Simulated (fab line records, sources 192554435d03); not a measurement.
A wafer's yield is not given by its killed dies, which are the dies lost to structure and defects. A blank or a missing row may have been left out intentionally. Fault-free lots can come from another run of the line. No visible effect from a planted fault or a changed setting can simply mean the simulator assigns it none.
3 desks looking at one fault | flow n5-finfet | only its own numbers are on each desk; what lay behind them is given at the end

## AT THE METROLOGY DESK
What the gauges read for every lot (on any tool): the sampled wafers with a number, averaged. A lot is out of limits, marked OUT, if its mean lies more than 4 standard deviations from the usual mean; the brackets give that distance.
Columns: A = HK_THK at N5_HKMG_FIN_THK_MEAS_70, usual 1.593 nm
lot  | first seen here | A
L625 | day 4 00:50     | 1.590
L626 | day 4 14:06     | 1.593
L627 | day 4 17:30     | 1.613
L630 | day 5 07:53     | 1.603
L634 | day 6 10:10     | 1.601
L635 | day 6 15:39     | 1.606
L640 | day 7 21:16     | 1.562
L641 | day 8 00:48     | 1.608
L642 | day 8 07:12     | 1.599
L643 | day 8 12:37     | 1.582
L644 | day 8 19:09     | 1.585
L645 | day 9 06:17     | 1.610
L646 | day 9 07:59     | 1.598
Result from this desk: across the 13 lots, nothing is out of limits.

## AT THE TOOL OWNER'S DESK: litho-track-01
The tool's own readings at N5_HKMG_FIN_COAT_06 (resist thk 90 nm): means of the sampled wafers that have a number, for each lot that ran on this tool. A lot is out of limits, marked OUT, if its mean lies more than 4 standard deviations from the usual mean; the brackets give that distance.
Columns: A = exhaust-pa at N5_HKMG_FIN_COAT_06, usual 44.7 Pa; B = resist-line-temp-C at N5_HKMG_FIN_COAT_06, usual 23.00 C; C = spin-speed-rpm at N5_HKMG_FIN_COAT_06, usual 1500.0 rpm
lot  | first seen here | A    | B     | C
L634 | day 6 10:41     | 45.0 | 22.86 | 1718.5 (+99 or more) OUT
L635 | day 6 16:10     | 44.1 | 23.08 | 1718.4 (+99 or more) OUT
Finding of this desk: L634, L635 out of limits; the first was L634 at day 6 10:41, on spin-speed-rpm at N5_HKMG_FIN_COAT_06. In limits: none.

## THE DEFECT DESK
Lot by lot, what the route's inspections counted, given as the mean of those sampled wafers with a number. A lot is out of limits, marked OUT, if its mean lies more than 4 standard deviations from the usual mean; the brackets give that distance.
Columns: A = raw-defect-count at N5_HKMG_FIN_INSPECT_61, usual 1.9
lot  | first seen here | A
L625 | day 3 22:23     | 3.0
L626 | day 4 11:18     | 2.3
L627 | day 4 14:36     | 3.3
L630 | day 5 05:20     | 1.3
L634 | day 6 07:32     | 3.0
L635 | day 6 13:12     | 2.0
L640 | day 7 18:35     | 2.3
L641 | day 7 22:10     | 2.0
L642 | day 8 04:11     | 2.3
L643 | day 8 10:10     | 1.7
L644 | day 8 16:43     | 0.7
L645 | day 9 03:44     | 1.0
L646 | day 9 05:25     | 2.7
Result from this desk: across the 13 lots, nothing is out of limits.

## ALL TOGETHER
At day 6 10:41, on L634, L635, the tool owner's desk was in a position to raise an alarm.
Nothing out of limits was seen by the metrology desk.
Nothing out of limits was seen by the defect desk.
The metrology desk holds a record of L634, L635, inside its limits.
The defect desk has L634, L635 on record, within its limits.
Of the lots named, all ran N5_HKMG_FIN_COAT_06 on litho-track-01.

## WHAT THE SIMULATOR PUT IN
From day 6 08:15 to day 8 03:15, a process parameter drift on litho-track-01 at N5_HKMG_FIN_COAT_06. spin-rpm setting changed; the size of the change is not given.
Lots struck among those shown: L634, L635.
Each desk's first reading out of limits, in hours after the fault started: the tool owner's desk, 2.
